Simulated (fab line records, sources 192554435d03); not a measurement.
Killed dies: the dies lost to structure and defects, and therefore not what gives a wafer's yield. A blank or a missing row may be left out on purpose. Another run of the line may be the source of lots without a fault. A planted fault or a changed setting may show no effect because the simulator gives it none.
Matching of chambers -- flow n5-finfet -- 3 sister chambers for N5_BEOL_M10_CURE_72 on uv-cure-01
The step cures SiCOH lowk, time 120 s. 20 wafers are shown with their chamber, then 10 later ones without.

## WAFERS WITH THEIR CHAMBER
wafer,chamber,wafer_temp_C_max,lamp-power-pct (%)
L076.1,1,372.9,52.40
L076.3,1,373.5,52.23
L076.6,1,373.5,52.22
L076.2,1,373.2,52.37
L076.4,1,373.9,52.38
L076.5,1,372.9,52.34
L075.3,0,371.4,52.19
L075.4,0,371.2,52.27
L075.6,0,370.9,52.24
L077.4,2,371.0,52.22
L077.5,2,371.2,52.31
L077.6,2,370.8,52.38
L079.1,2,370.5,52.31
L079.5,2,371.0,52.31
L079.6,2,370.8,52.30
L086.1,0,371.4,52.23
L086.2,0,370.9,52.32
L086.6,0,370.9,52.32
L086.3,0,371.2,52.29
L086.4,0,371.1,52.31

SIGNATURES, as means of the wafers listed above
reading,chamber 0,chamber 1,chamber 2,scatter within a chamber
wafer_temp_C_max,371.125,373.317,370.883,0.284
lamp-power-pct,52.2713,52.3233,52.3050,0.0593
Rule: a wafer's distance from a chamber is the root of the sum, over the readings, of the square of ((its reading less the chamber's mean) divided by the reading's scatter). The wafer belongs to the nearest chamber; if the next one is less than 2 further off, it can't be placed. The scatter: take each reading less its chamber's mean, square it, sum over the shown wafers, divide by the number of wafers less the number of chambers, and take the root.

## WAFERS WITHOUT THEIR CHAMBER
wafer,wafer_temp_C_max,lamp-power-pct (%)
L086.5,371.5,52.33
L089.4,370.7,52.43
L089.5,371.2,52.39
L089.6,370.9,52.25
L090.2,370.9,52.28
L090.3,371.0,52.29
L090.6,371.1,52.21
L095.1,370.5,52.36
L095.3,370.9,52.27
L095.5,370.6,52.32

## CHAMBER TAKEN BY EACH
wafer,from the rows above,in truth
L086.5,can't be placed: 0 or 2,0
L089.4,can't be placed: 2 or 0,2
L089.5,can't be placed: 2 or 0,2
L089.6,can't be placed: 0 or 2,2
L090.2,can't be placed: 2 or 0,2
L090.3,can't be placed: 2 or 0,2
L090.6,can't be placed: 0 or 2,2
L095.1,can't be placed: 2 or 0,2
L095.3,can't be placed: 2 or 0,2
L095.5,can't be placed: 2 or 0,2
Correctly placed: 0 of 10. Not placeable from these rows: 10 (in 10, the candidates include the true chamber). Wrongly placed: 0.
